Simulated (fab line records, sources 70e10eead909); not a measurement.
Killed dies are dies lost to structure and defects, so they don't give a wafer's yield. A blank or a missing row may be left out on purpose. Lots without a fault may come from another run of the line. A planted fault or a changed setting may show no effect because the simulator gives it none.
fab line records | flow nand_harc
record lots=6 wafers=18 last_day=31
route steps=1302 shown A_ONON_D1@449 A_CHANNEL_HOLE_D1@450 END@1302
lots that met no fault: from a run of the same line without faults
start_h: hours from the record's first day to the start of the lot's first wafer shown | wait_h: hours since the lot's step before | " the same as in the row above | L1.1+2: a row that stands for several wafers | - no value, or no start given | * or withheld: withheld | < > ~ a bound
route shown NAME@n: a module of which the file shows steps, and the number in the route of the first | usual: mean/standard deviation of fault-free wafers | same: alike in all rows | chamber/n: place in a boat | sites: the reading at each site | _std_site: their standard deviation | _edge_site: outer sites' mean less inner sites' | radius_mm: how far each site lies from the wafer's centre | mask NAME#n: copy n | behind: the tool/chamber that last shaped the wafer | hold: why the lot was held/for how many hours/how that ended | device: the transistor (n, p or np) that didn't switch | end of line: the same wafers' tests at the end of the route | a step without rows: its recipe alone | killed: dies lost to structure and defects at the first sort, not the wafer's yield | map: a wafer's dies, x killed, . not, _ none there
set.NAME: the setting as run; set.NAME@STEP: as run at that earlier step | model.NAME: the simulator's own value behind a step, which no gauge read
lots at some steps of the route; a table a step, a row a wafer
services: from which hour (start_h, from the record's first day; less than 0 if before it) a tool's chamber was out of use, for how many hours, and why
## steps
# step NHARC_A_ONON_D1_INSPECT_32
# usual raw_defect_count=68/26
# columns lot.wafer tool chamber start_h wait_h raw_defect_count
L198.2 defect_inspect-01 - 227.03 0.0 62
L198.3 " - " " 29
L198.5 " - " " 27
L201.2 defect_inspect-02 - 256.95 0.0 45
L201.4 " - " " 94
L201.5 " - " " 59
L206.2 defect_inspect-02 - 300.11 0.0 50
L206.3 " - " " 107
L206.4 " - " " 49
L208.1 defect_inspect-01 - 318.54 0.0 79
L208.3 " - " " 66
L208.4 " - " " 72
L210.2 defect_inspect-02 - 342.84 0.0 65
L210.5 " - " " 48
L210.6 " - " " 49
L212.1 defect_inspect-01 - 360.11 0.0 35
L212.3 " - " " 43
L212.5 " - " " 62
# step NHARC_A_CHANNEL_HOLE_D1_DEP_00
# recipe target_thk_a=31000 temp_c=400 material=aC
# step NHARC_A_CHANNEL_HOLE_D1_DEP_01
# recipe target_thk_a=1400 target_thk_nm=140 temp_c=400 pressure_torr=3.5 flow_sccm=200 rf_w=350 material=SiON
# usual heater_power_w=750/110
# columns lot.wafer tool chamber start_h wait_h heater_power_w
L198.3 pecvd-03 1 230.52 1.0 885
L198.2 " 2 " " 927
L198.5 " 2 " " 923
L201.2 pecvd-03 1 261.62 1.3 890
L201.4 " 1 " " 901
L201.5 " 2 " " 825
L206.2 pecvd-02 2 302.09 1.3 665
L206.3 " 1 " " 945
L206.4 " 2 " " 685
L208.3 pecvd-02 1 323.45 1.0 865
L208.1 " 2 " " 630
L208.4 " 2 " " 627
L210.2 pecvd-01 2 344.88 1.3 820
L210.5 " 1 " " 799
L210.6 " 2 " " 828
L212.1 pecvd-01 1 366.42 1.6 818
L212.3 " 1 " " 836
L212.5 " 1 " " 663
# step NHARC_A_CHANNEL_HOLE_D1_DEHYDRATE_02
# recipe temp_c=150 time_s=120
# step NHARC_A_CHANNEL_HOLE_D1_HMDS_03
# recipe time_s=30
# step NHARC_A_CHANNEL_HOLE_D1_COAT_36
# recipe temp_c=260 time_s=75
# step NHARC_A_CHANNEL_HOLE_D1_COAT_37
# recipe temp_c=225 time_s=65
# step NHARC_A_CHANNEL_HOLE_D1_COAT_04
# recipe spin_rpm=1500 resist_thk_nm=90
# step NHARC_A_CHANNEL_HOLE_D1_SOFTBAKE_05
# recipe temp_c=105 time_s=55
# step NHARC_A_CHANNEL_HOLE_D1_EBR_06
# step NHARC_A_CHANNEL_HOLE_D1_EXPOSE_07
# recipe na=1.35 target_cd_nm=100 sigma_outer=0.3 dose_mj=59.65 mask_id=HOLE_D1
# step NHARC_A_CHANNEL_HOLE_D1_PEB_08
# recipe peb_temp_c=100 peb_time_s=65
# columns lot.wafer tool chamber start_h wait_h
L198.2+3+5 litho_track-01 0 231.13 0.1
L201.2+4+5 litho_track-01 0 262.23 0.1
L206.2+3+4 litho_track-04 0 302.73 0.1
L208.1+3+4 litho_track-04 0 324.07 0.1
L210.2+5+6 litho_track-01 0 345.49 0.1
L212.1+3+5 litho_track-04 0 367.15 0.1
# step NHARC_A_CHANNEL_HOLE_D1_DEVELOP_09
# recipe develop_time_s=35 dev_temp_c=23
# step NHARC_A_CHANNEL_HOLE_D1_CD_MEAS_10
# recipe target_cd_nm=100 landing_energy_ev=500
# usual cd_nm=100.3/0.78
# columns lot.wafer tool chamber start_h wait_h cd_nm
L198.2 cd_sem-01 0 231.21 - 104.2
L198.3 " 0 " " 100.5
L198.5 " 0 " " 104.1
L201.2 cd_sem-03 0 262.31 - 103.0
L201.4 " 0 " " 102.0
L201.5 " 0 " " 103.4
L206.2 cd_sem-02 0 302.82 - 98.7
L206.3 " 0 " " 100.0
L206.4 " 0 " " 99.6
L208.1 cd_sem-02 0 324.15 - 99.5
L208.3 " 0 " " 100.0
L208.4 " 0 " " 99.2
L210.2 cd_sem-01 0 345.57 - 101.3
L210.5 " 0 " " 100.4
L210.6 " 0 " " 100.1
L212.1 cd_sem-02 0 367.23 - 100.0
L212.3 " 0 " " 98.6
L212.5 " 0 " " 99.8
# step NHARC_A_CHANNEL_HOLE_D1_OVL_MEAS_11
# usual overlay_x_nm=0.1/0.77 overlay_y_nm=0.0/1
# columns lot.wafer tool chamber start_h wait_h overlay_x_nm overlay_y_nm
L198.2 overlay-01 - 231.30 - 0.9 1.0
L198.3 " - " " 1.0 0.3
L198.5 " - " " 1.2 1.0
L201.2 overlay-02 - 262.40 - 0.3 -0.4
L201.4 " - " " 0.3 0.0
L201.5 " - " " 0.7 0.4
L206.2 overlay-01 - 302.90 - 1.5 -0.6
L206.3 " - " " 0.7 -0.8
L206.4 " - " " 1.5 -0.6
L208.1 overlay-01 - 324.24 - 0.9 0.2
L208.3 " - " " 0.6 0.5
L208.4 " - " " 1.3 0.3
L210.2 overlay-01 - 345.66 - -0.1 -1.1
L210.5 " - " " -0.3 -1.3
L210.6 " - " " -0.2 -1.2
L212.1 overlay-01 - 367.31 - -0.6 -0.2
L212.3 " - " " 0.5 0.3
L212.5 " - " " 0.5 -0.3
# step NHARC_A_CHANNEL_HOLE_D1_INSPECT_12
# usual raw_defect_count=5.2/2.6
# columns lot.wafer tool chamber start_h wait_h raw_defect_count
L198.2 defect_inspect-01 - 231.33 0.0 6
L198.3 " - " " 4
L198.5 " - " " 3
L201.2 defect_inspect-01 - 262.44 0.0 2
L201.4 " - " " 6
L201.5 " - " " 14
L206.2 defect_inspect-01 - 302.94 0.0 1
L206.3 " - " " 8
L206.4 " - " " 0
L208.1 defect_inspect-02 - 324.28 0.0 3
L208.3 " - " " 2
L208.4 " - " " 7
L210.2 defect_inspect-01 - 345.70 0.0 4
L210.5 " - " " 3
L210.6 " - " " 5
L212.1 defect_inspect-02 - 367.35 0.0 0
L212.3 " - " " 4
L212.5 " - " " 2
# step NHARC_A_CHANNEL_HOLE_D1_DESCUM_15
# recipe time_s=3 o2_flow_sccm=200 ar_flow_sccm=0 bias_power_w=0 chemistry=O2
# usual drypump_motor_current_A=5.8/0.42 oes_product_au=1.001/0.012 rf_vpp_V=57.5/0.95 showerhead_plenum_p_Torr=1.87/0.096 throttle_valve_pct=11.311/0.009
# columns lot.wafer tool chamber start_h wait_h drypump_motor_current_A oes_product_au rf_hours_counter_h rf_vpp_V showerhead_plenum_p_Torr throttle_valve_pct model.A_CHANNEL_HOLE_D1.cd_nm
L198.2 rie_diel-06 2 231.40 0.1 5.9 1.016 8 59.1 2.00 11.288 105
L198.3 " 0 " " 6.4 0.995 6 57.2 1.80 11.304 99.93
L198.5 " 2 " " 5.8 0.992 - 59.2 2.00 11.301 104.7
L201.2 rie_diel-06 3 262.50 0.1 6.0 0.995 11 56.6 1.79 11.308 103
L201.4 " 2 " " 5.8 1.004 12 58.9 2.00 11.306 102.5
L201.5 " 0 " " 6.4 1.003 - 58.6 1.80 11.307 103.1
L206.4 rie_diel-06 3 303.00 0.1 6.1 1.003 15 57.0 1.79 11.325 99.93
L206.3 " 0 " " 6.4 0.988 14 58.6 1.80 11.318 99.7
L206.2 " 1 " " 5.9 0.989 16 57.7 1.82 11.326 98.51
L208.1 rie_diel-02 2 324.35 0.1 5.3 1.021 36 58.1 1.89 11.299 99.17
L208.3 " 3 " " 5.1 0.992 32 57.8 1.91 11.319 100.5
L208.4 " 3 " " 5.1 0.982 - 58.9 1.91 11.328 99.65
L210.2 rie_diel-06 1 345.76 0.1 5.9 1.008 2 59.1 1.82 11.309 101.7
L210.5 " 1 " " 5.9 0.998 - 56.1 1.82 11.316 100.7
L210.6 " 2 " " 5.8 1.010 - 56.9 1.99 11.302 100.1
L212.1 rie_diel-06 3 367.41 0.1 6.1 1.023 3 57.6 1.78 11.288 99.11
L212.3 " 1 " " 5.9 1.011 4 57.5 1.82 11.327 98.57
L212.5 " 3 " " 6.0 1.022 - 57.5 1.78 11.299 98.92
# step NHARC_A_CHANNEL_HOLE_D1_ETCH_38
# recipe target_depth_a=390 over_etch_frac=0.3 time_s=65 ion_energy_ev=80 cf4_flow_sccm=150 ar_flow_sccm=0 rf_w=300 bias_w=100 chemistry=CF4
# step NHARC_A_CHANNEL_HOLE_D1_ETCH_39
# recipe target_depth_a=2600 over_etch_frac=0.3 time_s=325 ion_energy_ev=200 n2_flow_sccm=150 h2_flow_sccm=150 ar_flow_sccm=0 rf_w=400 bias_w=150 chemistry=N2/H2
# step NHARC_A_CHANNEL_HOLE_D1_ETCH_34
# recipe target_depth_a=1540 time_s=77 cf4_flow_sccm=100 chf3_flow_sccm=30 ar_flow_sccm=0 rf_w=500 bias_w=200 chemistry=CF4/CHF3
# step NHARC_A_CHANNEL_HOLE_D1_ETCH_16
# recipe target_depth_a=31000 over_etch_frac=0.3 time_s=806 ion_energy_ev=150 o2_flow_sccm=400 cos_flow_sccm=20 ar_flow_sccm=0 rf_w=500 bias_w=300 chemistry=O2/COS
# usual drypump_motor_current_A=5.8/0.4 oes_product_au=1.001/0.011 rf_vpp_V=313.4/2.4 showerhead_plenum_p_Torr=3.07/0.15 throttle_valve_pct=28.331/0.009
# same over_etch_frac=0.3
# columns lot.wafer tool chamber start_h wait_h drypump_motor_current_A oes_product_au rf_hours_counter_h rf_vpp_V showerhead_plenum_p_Torr throttle_valve_pct
L198.3 rie_diel-06 0 - - 6.4 0.987 6 312.7 2.95 28.309
L198.2 " 1 " " 5.9 0.977 8 312.5 2.98 28.346
L198.5 " 0 " " 6.4 1.000 - 311.4 2.95 28.337
L201.2 rie_diel-06 1 - - 5.9 0.994 12 312.5 2.98 28.315
L201.4 " 2 " " 5.8 0.986 13 316.4 3.25 28.320
L201.5 " 2 " " 5.8 1.002 - 316.5 3.25 28.332
L206.3 rie_diel-06 3 - - 6.1 1.015 16 312.0 2.92 28.331
L206.4 " 0 " " 6.4 0.990 14 312.5 2.94 28.346
L206.2 " 1 " " 5.9 0.992 16 311.3 2.98 28.322
L208.3 rie_diel-02 3 - - 5.1 0.984 32 314.7 3.12 28.352
L208.1 " 1 " " 5.7 0.990 34 311.1 2.90 28.339
L208.4 " 2 " " 5.3 1.012 - 315.6 3.08 28.332
L210.2 rie_diel-06 0 - - 6.4 1.009 2 311.7 2.94 28.327
L210.5 " 2 " " 5.8 1.007 - 316.6 3.25 28.332
L210.6 " 3 " " 6.0 1.007 - 311.3 2.92 28.346
L212.1 rie_diel-06 2 - - 5.8 1.015 4 314.8 3.24 28.312
L212.3 " 0 " " 6.4 1.014 4 311.7 2.94 28.325
L212.5 " 2 " " 5.8 1.017 - 316.9 3.24 28.320
# step NHARC_A_CHANNEL_HOLE_D1_CD_MEAS_18
# usual cd_nm=97.3/2.7
# columns lot.wafer tool chamber start_h wait_h cd_nm
L198.2 cd_sem-02 - 232.50 - 100.4
L198.3 " - " " 100.5
L198.5 " - " " 104.5
L201.2 cd_sem-03 - 263.61 - 100.7
L201.4 " - " " 98.8
L201.5 " - " " 100.7
L206.2 cd_sem-02 - 304.10 - 98.5
L206.3 " - " " 96.6
L206.4 " - " " 100.8
L208.1 cd_sem-01 - 326.10 - 92.3
L208.3 " - " " 100.9
L208.4 " - " " 99.5
L210.2 cd_sem-02 - 346.87 - 102.0
L210.5 " - " " 92.8
L210.6 " - " " 98.0
L212.1 cd_sem-03 - 368.51 - 95.3
L212.3 " - " " 96.0
L212.5 " - " " 92.7
# step NHARC_A_CHANNEL_HOLE_D1_ETCH_19
# recipe bias_v=1200 source_w=2500 pressure_mtorr=15 time_s=34.5 ar_flow_sccm=375 c4f8_flow_sccm=28.8 o2_flow_sccm=96.2 temp_c=-20 target_depth_a=* chemistry=C4F8/O2/Ar
# step NHARC_A_CHANNEL_HOLE_D1_ETCH_20
# recipe bias_v=3000 source_w=withheld pressure_mtorr=20 time_s=361.9 ar_flow_sccm=375 c4f8_flow_sccm=89.3 o2_flow_sccm=35.7 temp_c=-20 target_depth_a=16000 chemistry=C4F8/O2/Ar
# step NHARC_A_CHANNEL_HOLE_D1_ETCH_21
# recipe bias_v=3000 source_w=withheld pressure_mtorr=20 time_s=514.3 ar_flow_sccm=375 c4f8_flow_sccm=89.3 o2_flow_sccm=35.7 temp_c=-20 target_depth_a=16000 chemistry=C4F8/O2/Ar
# usual drypump_motor_current_A=5.46/0.29 showerhead_plenum_p_Torr=3.63/0.095 throttle_valve_pct=32.154/0.01
# columns lot.wafer tool chamber start_h wait_h drypump_motor_current_A rf_hours_counter_h showerhead_plenum_p_Torr throttle_valve_pct
L198.2 har_etch-02 1 233.00 0.3 5.66 330 3.75 32.162
L198.3 " 0 " " 5.22 - 3.62 32.166
L198.5 " 1 " " 5.69 - 3.75 32.142
L201.2 har_etch-01 0 264.18 0.3 5.16 127 3.63 32.167
L201.4 " 1 " " 5.81 - 3.55 32.149
L201.5 " 0 " " 5.16 - 3.63 32.166
L206.2 har_etch-01 1 304.67 0.3 5.80 161 3.53 32.145
L206.3 " 0 " " 5.12 - 3.61 32.152
L206.4 " 1 " " 5.80 - 3.53 32.145
L208.1 har_etch-01 0 327.63 0.3 5.13 173 3.61 32.152
L208.3 " 0 " " 5.15 - 3.61 32.145
L208.4 " 1 " " 5.79 - 3.53 32.151
L210.2 har_etch-02 0 347.44 0.3 5.21 375 3.59 32.151
L210.5 " 1 " " 5.70 - 3.71 32.139
L210.6 " 0 " " 5.22 - 3.59 32.153
L212.1 har_etch-02 0 370.95 0.3 5.21 390 3.58 32.139
L212.3 " 1 " " 5.68 - 3.71 32.151
L212.5 " 1 " " 5.70 - 3.71 32.174
# step NHARC_A_CHANNEL_HOLE_D1_ETCH_22
# recipe bias_v=3000 source_w=withheld pressure_mtorr=20 time_s=666.7 ar_flow_sccm=375 c4f8_flow_sccm=89.3 o2_flow_sccm=35.7 temp_c=-20 target_depth_a=16000 chemistry=C4F8/O2/Ar
# step NHARC_A_CHANNEL_HOLE_D1_ETCH_23
# recipe bias_v=5000 source_w=withheld pressure_mtorr=20 time_s=819 ar_flow_sccm=375 c4f8_flow_sccm=89.3 o2_flow_sccm=35.7 temp_c=-20 target_depth_a=16000 chemistry=C4F8/O2/Ar
# step NHARC_A_CHANNEL_HOLE_D1_ETCH_24
# recipe bias_v=5000 source_w=withheld pressure_mtorr=20 time_s=906.2 ar_flow_sccm=375 c4f8_flow_sccm=93.8 o2_flow_sccm=31.2 temp_c=-20 target_depth_a=15000 chemistry=C4F8/O2/Ar
# usual drypump_motor_current_A=5.46/0.3 showerhead_plenum_p_Torr=3.63/0.094 throttle_valve_pct=32.235/0.0093
# columns lot.wafer tool chamber start_h wait_h drypump_motor_current_A rf_hours_counter_h showerhead_plenum_p_Torr throttle_valve_pct
L198.2 har_etch-02 1 234.70 0.6 5.69 331 3.74 32.233
L198.3 " 0 " " 5.22 - 3.62 32.257
L198.5 " 1 " " 5.67 - 3.74 32.248
L201.2 har_etch-01 0 265.93 0.6 5.13 128 3.63 32.251
L201.4 " 1 " " 5.81 - 3.55 32.231
L201.5 " 0 " " 5.11 - 3.63 32.222
L206.2 har_etch-01 1 306.44 0.6 5.79 163 3.53 32.244
L206.3 " 0 " " 5.13 - 3.61 32.237
L206.4 " 1 " " 5.80 - 3.53 32.241
L208.1 har_etch-01 0 329.33 0.6 5.13 174 3.60 32.232
L208.3 " 0 " " 5.12 - 3.60 32.245
L208.4 " 1 " " 5.81 - 3.52 32.228
L210.2 har_etch-02 0 349.21 0.6 5.21 377 3.58 32.235
L210.5 " 1 " " 5.71 - 3.71 32.224
L210.6 " 0 " " 5.20 - 3.58 32.238
L212.1 har_etch-02 0 372.65 0.6 5.22 392 3.58 32.252
L212.3 " 1 " " 5.70 - 3.70 32.224
L212.5 " 1 " " 5.69 - 3.70 32.226
# step NHARC_A_CHANNEL_HOLE_D1_ETCH_25
# recipe bias_v=5000 source_w=withheld pressure_mtorr=20 time_s=1040.2 ar_flow_sccm=375 c4f8_flow_sccm=93.8 o2_flow_sccm=31.2 temp_c=-20 target_depth_a=15000 chemistry=C4F8/O2/Ar
# step NHARC_A_CHANNEL_HOLE_D1_ETCH_26
# recipe bias_v=300 source_w=2000 pressure_mtorr=30 time_s=224.1 ar_flow_sccm=375 c4f8_flow_sccm=11.4 o2_flow_sccm=113.6 temp_c=-20 target_depth_a=3000 chemistry=C4F8/O2/Ar
# step NHARC_A_CHANNEL_HOLE_D1_ETCH_33
# recipe bias_v=400 source_w=2000 pressure_mtorr=25 time_s=90 ar_flow_sccm=375 c4f8_flow_sccm=41.7 o2_flow_sccm=83.3 temp_c=-20 target_depth_a=4000 chemistry=C4F8/O2/Ar
# usual drypump_motor_current_A=5.46/0.3 showerhead_plenum_p_Torr=3.67/0.098 throttle_valve_pct=27.620/0.0083
# columns lot.wafer tool chamber start_h wait_h drypump_motor_current_A rf_hours_counter_h showerhead_plenum_p_Torr throttle_valve_pct
L198.2 har_etch-02 1 236.55 0.2 5.69 333 3.79 27.615
L198.3 " 0 " " 5.22 - 3.66 27.618
L198.5 " 1 " " 5.68 - 3.79 27.627
L201.2 har_etch-01 0 267.68 0.2 5.13 130 3.67 27.618
L201.4 " 1 " " 5.81 - 3.58 27.622
L201.5 " 0 " " 5.13 - 3.67 27.628
L206.2 har_etch-01 1 308.19 0.2 5.81 165 3.56 27.628
L206.3 " 0 " " 5.12 - 3.65 27.616
L206.4 " 1 " " 5.81 - 3.56 27.611
L208.1 har_etch-01 0 331.19 0.2 5.12 176 3.64 27.628
L208.3 " 0 " " 5.11 - 3.64 27.613
L208.4 " 1 " " 5.81 - 3.56 27.620
L210.2 har_etch-02 0 350.95 0.2 5.21 379 3.62 27.624
L210.5 " 1 " " 5.68 - 3.75 27.594
L210.6 " 0 " " 5.22 - 3.62 27.615
L212.1 har_etch-02 0 374.51 0.2 5.20 394 3.61 27.624
L212.3 " 1 " " 5.69 - 3.74 27.619
L212.5 " 1 " " 5.69 - 3.74 27.627
# step NHARC_A_CHANNEL_HOLE_D1_STRIP_41
# recipe n2_flow_sccm=150 h2_flow_sccm=150 ar_flow_sccm=0 bias_w=0 chemistry=N2/H2
# step NHARC_A_CHANNEL_HOLE_D1_STRIP_42
# recipe cf4_flow_sccm=100 chf3_flow_sccm=30 ar_flow_sccm=0 bias_w=0 chemistry=CF4/CHF3
# step NHARC_A_CHANNEL_HOLE_D1_STRIP_43
# recipe o2_flow_sccm=400 cos_flow_sccm=20 ar_flow_sccm=0 bias_w=0 chemistry=O2/COS
# step NHARC_A_CHANNEL_HOLE_D1_ETCH_44
# recipe target_depth_a=1400 overetch_a=140 time_s=77 ion_energy_ev=100 cf4_flow_sccm=80 o2_flow_sccm=20 ar_flow_sccm=0 rf_w=300 bias_w=100 chemistry=CF4/O2
# usual drypump_motor_current_A=5.8/0.43 oes_product_au=0.999/0.012 rf_vpp_V=197.4/1.6 showerhead_plenum_p_Torr=1.31/0.068 throttle_valve_pct=13.397/0.009
# columns lot.wafer tool chamber start_h wait_h drypump_motor_current_A oes_product_au rf_hours_counter_h rf_vpp_V showerhead_plenum_p_Torr throttle_valve_pct model.A_CHANNEL_HOLE_D1.cd_nm
L198.3 rie_diel-04 0 237.31 0.1 5.3 0.978 8 198.9 1.40 13.393 92.01
L198.2 " 1 " " 6.0 0.988 13 196.2 1.24 13.388 96.08
L198.5 " 3 " " 5.5 0.975 - 199.7 1.44 13.394 93.84
L201.2 rie_diel-06 3 268.41 0.1 6.0 1.006 12 195.8 1.25 13.396 93.62
L201.4 " 0 " " 6.4 1.003 11 195.8 1.26 13.397 90.35
L201.5 " 1 " " 5.9 0.982 - 198.3 1.27 13.416 89.78
L206.2 rie_diel-04 2 308.91 0.1 4.8 1.004 34 197.5 1.36 13.412 88.84
L206.3 " 3 " " 5.5 0.973 35 200.5 1.44 13.390 88.96
L206.4 " 0 " " 5.4 0.993 28 199.0 1.39 13.395 89.45
L208.4 rie_diel-06 3 331.94 0.1 6.1 1.012 1 197.0 1.25 13.382 89.51
L208.3 " 1 " " 5.9 1.015 1 196.3 1.27 13.391 87.96
L208.1 " 2 " " 5.8 1.004 1 199.9 1.39 13.412 87.9
L210.2 rie_diel-06 2 351.66 0.1 5.8 1.018 2 199.0 1.39 13.399 90.42
L210.6 " 2 " " 5.8 1.009 - 199.3 1.39 13.399 88.93
L210.5 " 3 " " 6.0 1.004 - 196.0 1.25 13.400 91.37
L212.3 rie_diel-06 3 375.27 0.1 6.0 1.008 4 194.6 1.25 13.398 90.03
L212.1 " 0 " " 6.4 1.017 4 196.2 1.26 13.396 89.95
L212.5 " 1 " " 5.9 1.006 - 196.8 1.27 13.407 87.36
# step NHARC_A_CHANNEL_HOLE_D1_STRIP_27
# recipe o2_flow_sccm=500 ar_flow_sccm=0 bias_w=0 chemistry=O2
# step NHARC_END_SORT_01
# recipe temp_c=25
# usual killed_at_array=46/15 killed_at_other=1.0/1.3 killed_at_periphery=4/3 killed_dies=51/15 killed_open=3.2/1.8 killed_short=2.5/1.5
# same gross_dies=677
# columns lot.wafer tool chamber start_h wait_h killed_at_array killed_at_other killed_at_periphery killed_dies killed_open killed_short
L210.2 prober-01 0 740.62 2.8 58 0 4 62 1 5
L210.5 prober-01 0 743.01 3.7 97 1 6 104 8 3
L210.6 prober-01 0 743.80 4.0 68 0 5 73 3 6
# killed by level:class
L210.2 A_CHANNEL_HOLE_D1:chamber_film_flake=18 A_SLIT:chamber_film_flake=12 A_CHANNEL_HOLE_D2:chamber_film_flake=9 A_STAIRCASE:chamber_film_flake=5 A_CONTACT:chamber_film_flake=5 A_CHANNEL_FILL_D1:geometric_particle:short=2 A_SOURCE_PLATE:geometric_particle:short=1 A_CHANNEL_HOLE_D1:geometric_particle:short=1
L210.5 A_CHANNEL_HOLE_D1:chamber_film_flake=39 A_SLIT:chamber_film_flake=17 A_CHANNEL_HOLE_D2:chamber_film_flake=13 A_CONTACT:chamber_film_flake=12 A_STAIRCASE:chamber_film_flake=3 P_GATE:chamber_film_flake=2 A_WL_FILL:chamber_film_flake=2 P_GATE:geometric_particle:open=1
L210.6 A_SLIT:chamber_film_flake=20 A_CHANNEL_HOLE_D1:chamber_film_flake=19 A_CHANNEL_HOLE_D2:chamber_film_flake=13 A_CONTACT:chamber_film_flake=6 A_BLC:chamber_film_flake=3 A_CHANNEL_FILL_D1:geometric_particle:short=2 P_GATE:geometric_particle:short=1 P_CONTACT:geometric_particle:open=1
## services
# columns tool chamber start_h hours kind
rie_diel-04 0 206.95 14.8 repair
pecvd-01 - 211.07 1.8 repair
rie_diel-06 0 212.73 - clean
rie_diel-06 1 212.73 - clean
rie_diel-06 2 212.73 - clean
rie_diel-02 - 217.62 9.0 pm
rie_diel-04 3 220.18 7.9 repair
pecvd-02 - 227.80 13.0 pm
pecvd-01 - 228.00 5.8 repair
rie_diel-02 - 254.62 0.6 repair
pecvd-01 2 255.69 17.1 repair
pecvd-01 1 262.29 4.7 repair
pecvd-02 - 274.68 0.3 repair
rie_diel-04 1 287.23 1.5 repair
rie_diel-04 - 295.55 0.4 repair
rie_diel-06 - 307.23 9.0 pm
pecvd-01 - 311.72 13.0 pm
rie_diel-02 0 319.48 10.2 repair
pecvd-02 - 329.40 0.5 repair
litho_track-01 - 330.00 7.0 pm
rie_diel-04 - 355.05 9.0 pm
pecvd-01 0 362.69 26.1 repair
pecvd-03 - 366.00 13.0 pm
rie_diel-04 1 373.40 9.3 repair
## key
first_sign step=NHARC_A_CHANNEL_HOLE_D1_CD_MEAS_10 reading=cd_nm direction=up sigmas=4.3 usual=100.3 struck=103.7
effect none on later readings
model_effect step=NHARC_A_CHANNEL_HOLE_D1_DESCUM_15 value=A_CHANNEL_HOLE_D1.cd_nm without=101.1 struck=103.9
model_effect step=NHARC_A_CHANNEL_HOLE_D1_ETCH_44 value=A_CHANNEL_HOLE_D1.cd_nm without=90.5 struck=93.33
met_at NHARC_A_CHANNEL_HOLE_D1_PEB_08
struck_wafers L198.2,L198.5,L201.2,L201.5
tester_left_out L198,L201
fault kind=process_parameter_drift tool=litho_track-01 chamber=- onset_h=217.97 steps=NHARC_A_CHANNEL_HOLE_D1_PEB_08 channel=peb_time_s offset=* shape=step end_h=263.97 scope=struck_wafers_only acts_in=* stated=*
# tester_left_out: of these lots the tester's yield and bins aren't shown, on N5 and GAA mostly nor the transistor test; their killed dies are dies lost to structure and defects alone, not to doping, threshold or leakage, so they don't give the yield
